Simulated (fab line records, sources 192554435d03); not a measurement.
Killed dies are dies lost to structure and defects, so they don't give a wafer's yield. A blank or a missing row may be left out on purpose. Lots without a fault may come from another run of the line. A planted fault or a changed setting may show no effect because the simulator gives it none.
Which tool did it? | flow n5_finfet | 10 lots, 26 wafers sampled, at 5 steps of a route of 1938

WHAT THE GAUGES READ, wafer by wafer
N5_BEOL_M4_RC_MEAS_101. Usual: DIBL_N 36.3 mV/V, standard deviation 1.6; DIBL_P 36.2 mV/V, standard deviation 2; IOFF_N 0.160 nA/um, standard deviation 0.028; IOFF_P 0.21 nA/um, standard deviation 0.036; ION_N 677 uA/um, standard deviation 11; ION_P 465 uA/um, standard deviation 6.9; SS_N 71.5 mV/dec, standard deviation 0.55; SS_P 73.3 mV/dec, standard deviation 0.64; VT_N 250 mV, standard deviation 3; VT_P -250 mV, standard deviation 3.5.
lot  | measured     | on        | DIBL_N (mV/V)  | DIBL_P (mV/V)  | IOFF_N (nA/um)    | IOFF_P (nA/um) | ION_N (uA/um) | ION_P (uA/um) | SS_N (mV/dec)  | SS_P (mV/dec)  | VT_N (mV)   | VT_P (mV)      | flag
L905 | day 8 04:13  | prober-01 | 32.7 35.3      | 32.0 35.6      | 0.112 0.149       | 0.15 0.19      | 668 671       | 454 462       | 70.4 71.5      | 72.0 72.9      | 253 249     | -257 -253      |
L906 | day 9 01:31  | prober-01 | 37.0 38.2 39.1 | 35.5 37.4 37.2 | 0.146 0.175 0.185 | 0.23 0.26 0.27 | 678 678 683   | 464 474 467   | 71.7 71.3 72.3 | 72.9 73.4 73.3 | 249 247 247 | -247 -245 -243 |
L911 | day 10 06:52 | prober-01 | 34.8 36.5      | 33.0 35.5      | 0.131 0.164       | 0.20 0.24      | 651 671       | 456 465       | 71.4 71.7      | 72.0 73.1      | 253 249     | -250 -245      |
L920 | day 12 12:45 | prober-02 | 34.3 33.1 35.6 | 35.0 34.0 37.1 | 0.128 0.112 0.155 | 0.18 0.17 0.21 | 662 660 689   | 465 458 472   | 71.2 71.3 71.4 | 72.5 72.6 73.0 | 253 255 249 | -251 -252 -252 |
L924 | day 13 12:34 | prober-02 | 34.3 34.5      | 34.8 34.4      | 0.135 0.128       | 0.20 0.18      | 665 665       | 463 462       | 71.1 70.9      | 73.0 73.1      | 251 253     | -249 -252      |
L925 | day 13 18:03 | prober-01 | 36.7 35.5      | 35.4 34.4      | 0.172 0.151       | 0.21 0.20      | 682 684       | 463 465       | 71.5 71.0      | 73.3 73.7      | 247 246     | -250 -248      |
L926 | day 13 21:29 | prober-02 | 36.5 35.6 36.0 | 36.4 35.2 35.8 | 0.155 0.144 0.139 | 0.19 0.16 0.17 | 671 678 670   | 453 456 452   | 72.0 71.4 71.6 | 73.5 73.4 73.5 | 250 251 249 | -254 -257 -253 |

WHICH TOOL RAN EACH LOT (tool, then ch and the chambers of the sampled wafers, then the start)
lot  | N5_MOL_CONTACT_COAG_ETCH_66        | N5_BEOL_M0_SAQP_HM_DEP_02    | N5_BEOL_M0_SAQP_PECVD_03       | N5_BEOL_M0_SAQP_PECVD_97
L905 | rie_diel-03 ch 0,3, day 5 16:25    | pvd_sputter-01, day 6 00:44  | pecvd-03 ch 0,1, day 6 00:52   | pecvd-03 ch 0,1, day 6 00:56
L906 | rie_diel-06 ch 0,1,2, day 6 02:44  | pvd_sputter-02, day 6 09:59  | pecvd-04 ch 0,1,2, day 6 10:07 | pecvd-04 ch 0,1,2, day 6 10:11
L911 | rie_diel-03 ch 0,1, day 7 01:07    | pvd_sputter-03, day 7 08:11  | pecvd-04 ch 0,1, day 7 08:19   | pecvd-04 ch 0,1, day 7 08:23
L915 | rie_diel-03 ch 1,2,3, day 8 04:16  | pvd_sputter-02, day 8 13:11  | pecvd-04 ch 0,1,2, day 8 13:18 | pecvd-04 ch 0,1,2, day 8 13:23
L916 | rie_diel-03 ch 1,2,3, day 8 11:28  | pvd_sputter-02, day 8 18:00  | pecvd-01 ch 0,1,2, day 8 18:07 | pecvd-01 ch 0,1,2, day 8 18:12
L917 | rie_diel-02 ch 0,3, day 8 22:13    | pvd_sputter-02, day 9 03:50  | pecvd-01 ch 0,1, day 9 03:57   | pecvd-01 ch 0,1, day 9 04:01
L920 | rie_diel-03 ch 0,2, day 9 12:45    | pvd_sputter-02, day 9 19:57  | pecvd-01 ch 1,2, day 9 20:04   | pecvd-01 ch 1,2, day 9 20:09
L924 | rie_diel-02 ch 0,3, day 10 11:14   | pvd_sputter-02, day 10 18:29 | pecvd-01 ch 0,1, day 10 18:38  | pecvd-01 ch 0,1, day 10 18:43
L925 | rie_diel-03 ch 0,1, day 10 15:02   | pvd_sputter-01, day 10 21:59 | pecvd-01 ch 0,2, day 10 22:07  | pecvd-01 ch 0,2, day 10 22:12
L926 | rie_diel-06 ch 0,1,3, day 10 23:34 | pvd_sputter-01, day 11 05:21 | pecvd-01 ch 0,1, day 11 05:28  | pecvd-01 ch 0,1, day 11 05:32
- N5_MOL_CONTACT_COAG_ETCH_66: etches SiARC in CF4, target depth 13 nm, time 21.7 s.
- N5_BEOL_M0_SAQP_HM_DEP_02: deposits TiN, target thk 12 nm.
- N5_BEOL_M0_SAQP_PECVD_03: deposits SiCN from 3MS/NH3, target thk 12 nm, time 21.1 s.
- N5_BEOL_M0_SAQP_PECVD_97: deposits SiNx from SiH4/NH3/N2, target thk 23 nm, time 19.9 s.

WHAT THE TOOLS THEMSELVES READ (means of the sampled wafers that have a number; where no wafer has one, the mark that the record gives instead)
N5_MOL_CONTACT_COAG_ETCH_66. Usual: cf4_flow_sccm 99.99 sccm, standard deviation 0.29; chamber_pressure_mTorr 40.00 mTorr, standard deviation 0.037; drypump_motor_current_A 5.7 A, standard deviation 0.42; etch_rf_on_time_s 21.4 s, standard deviation 0.53; oes_product_au 0.73 a.u., standard deviation 0.063; rf_vpp_V 184.7 V, standard deviation 0.99; showerhead_plenum_p_Torr 2.18 Torr, standard deviation 0.062; throttle_valve_pct 15.47 %, standard deviation 0.27.
lot  | tool        | cf4_flow_sccm (sccm) | chamber_pressure_mTorr (mTorr) | drypump_motor_current_A (A) | etch_rf_on_time_s (s) | oes_product_au (a.u.) | rf_vpp_V (V) | showerhead_plenum_p_Torr (Torr) | throttle_valve_pct (%) | flag
L905 | rie_diel-03 | 100.11               | 39.91                          | 5.9                         | 22.0                  | 0.72                  | 185.6        | 2.17                            | 15.53                  |
L906 | rie_diel-06 | 100.06               | 39.99                          | 5.8                         | 21.5                  | 0.74                  | 183.8        | 2.17                            | 15.22                  |
L911 | rie_diel-03 | 100.10               | 40.01                          | 6.0                         | 21.4                  | 0.76                  | 185.4        | 2.21                            | 15.61                  |
L915 | rie_diel-03 | 100.00               | 40.01                          | 5.6                         | 21.3                  | 0.76                  | 184.6        | 2.23                            | 15.47                  |
L916 | rie_diel-03 | 99.94                | 40.03                          | 5.6                         | 20.9                  | 0.76                  | 185.2        | 2.23                            | 15.47                  |
L917 | rie_diel-02 | 99.91                | 40.02                          | 5.4                         | 21.6                  | 0.72                  | 184.5        | 2.15                            | 15.44                  |
L920 | rie_diel-03 | 99.96                | 39.98                          | 5.9                         | 21.9                  | 0.71                  | 183.5        | 2.19                            | 15.81                  |
L924 | rie_diel-02 | 100.08               | 39.98                          | 5.7                         | 21.3                  | 0.73                  | 183.3        | 2.13                            | 15.57                  |
L925 | rie_diel-03 | 99.85                | 40.03                          | 5.9                         | 21.5                  | 0.73                  | 185.0        | 2.21                            | 15.66                  |
L926 | rie_diel-06 | 99.78                | 40.04                          | 6.0                         | 21.2                  | 0.69                  | 184.9        | 2.18                            | 15.38                  |

N5_BEOL_M0_SAQP_HM_DEP_02. Usual: chamber_pressure_pa 0.5001 Pa, standard deviation 0.00098; substrate_temp_c 24.99 C, standard deviation 0.11; throttle_valve_pct 30.2 %, standard deviation 0.95.
lot  | tool           | chamber_pressure_pa (Pa) | substrate_temp_c (C) | throttle_valve_pct (%) | flag
L905 | pvd_sputter-01 | 0.5017                   | 24.97                | 31.3                   |
L906 | pvd_sputter-02 | 0.5005                   | 25.08                | 29.4                   |
L911 | pvd_sputter-03 | 0.4992                   | 25.07                | 30.6                   |
L915 | pvd_sputter-02 | -                        | -                    | -                      | OFF
L916 | pvd_sputter-02 | -                        | -                    | -                      | OFF
L917 | pvd_sputter-02 | -                        | -                    | -                      | OFF
L920 | pvd_sputter-02 | 0.4995                   | 24.95                | 29.7                   |
L924 | pvd_sputter-02 | 0.4998                   | 24.96                | 29.4                   |
L925 | pvd_sputter-01 | 0.5000                   | 24.95                | 30.0                   |
L926 | pvd_sputter-01 | 0.4998                   | 24.83                | 30.2                   |

N5_BEOL_M0_SAQP_PECVD_03. Usual: showerhead_plenum_p_Torr 3.665 Torr, standard deviation 0.0091; throttle_valve_pct 8.9 %, standard deviation 0.46.
lot  | tool     | showerhead_plenum_p_Torr (Torr) | throttle_valve_pct (%) | flag
L905 | pecvd-03 | 3.665                           | 9.3                    |
L906 | pecvd-04 | 3.656                           | 9.1                    |
L911 | pecvd-04 | 3.659                           | 8.9                    |
L915 | pecvd-04 | 3.665                           | 9.2                    |
L916 | pecvd-01 | 3.672                           | 8.8                    |
L917 | pecvd-01 | 3.664                           | 8.5                    |
L920 | pecvd-01 | 3.666                           | 8.7                    |
L924 | pecvd-01 | 3.673                           | 8.6                    |
L925 | pecvd-01 | 3.668                           | 8.3                    |
L926 | pecvd-01 | 3.672                           | 8.6                    |

N5_BEOL_M0_SAQP_PECVD_97. Usual: heater_power_outer_w 300 W, standard deviation 52; heater_power_w 541 W, standard deviation 95; showerhead_plenum_p_Torr 5.14 Torr, standard deviation 0.042; throttle_valve_pct 39.2 %, standard deviation 1.9.
lot  | tool     | heater_power_outer_w (W) | heater_power_w (W) | showerhead_plenum_p_Torr (Torr) | throttle_valve_pct (%) | flag
L905 | pecvd-03 | 310                      | 574                | 5.14                            | 41.1                   |
L906 | pecvd-04 | 275                      | 503                | 5.12                            | 40.1                   |
L911 | pecvd-04 | 286                      | 499                | 5.08                            | 40.0                   |
L915 | pecvd-04 | 285                      | 500                | 5.11                            | 40.1                   |
L916 | pecvd-01 | 317                      | 572                | 5.15                            | 38.3                   |
L917 | pecvd-01 | 328                      | 597                | 5.14                            | 38.2                   |
L920 | pecvd-01 | 320                      | 561                | 5.14                            | 38.6                   |
L924 | pecvd-01 | 315                      | 580                | 5.14                            | 39.2                   |
L925 | pecvd-01 | 362                      | 658                | 5.16                            | 36.9                   |
L926 | pecvd-01 | 349                      | 634                | 5.14                            | 38.2                   |

THE ANSWER, worked out from the rows above alone
Rule: a lot is off if the mean of its wafers that have a number lies more than 3 standard deviations from the usual mean. A lot without any number at a reading at which 4 lots or more have one is off too. The other lots that the step has rows for count as sound. The gauges are gone through in route order, then the tools' own readings, and for those a lot's mean is taken as printed above. The first step at which some lot is off is used, and at that step the reading that is off furthest; a lot without a number counts as furthest.
Off: L915, L916, L917, at N5_BEOL_M0_SAQP_HM_DEP_02 (chamber_pressure_pa). Without a number there: L915, L916, L917.
A tool fits if, at that step or a process step before it, it ran every lot that is off, and no sound lot after the first of them. None of those tried fits.

WHAT THE SIMULATOR HAD PUT IN
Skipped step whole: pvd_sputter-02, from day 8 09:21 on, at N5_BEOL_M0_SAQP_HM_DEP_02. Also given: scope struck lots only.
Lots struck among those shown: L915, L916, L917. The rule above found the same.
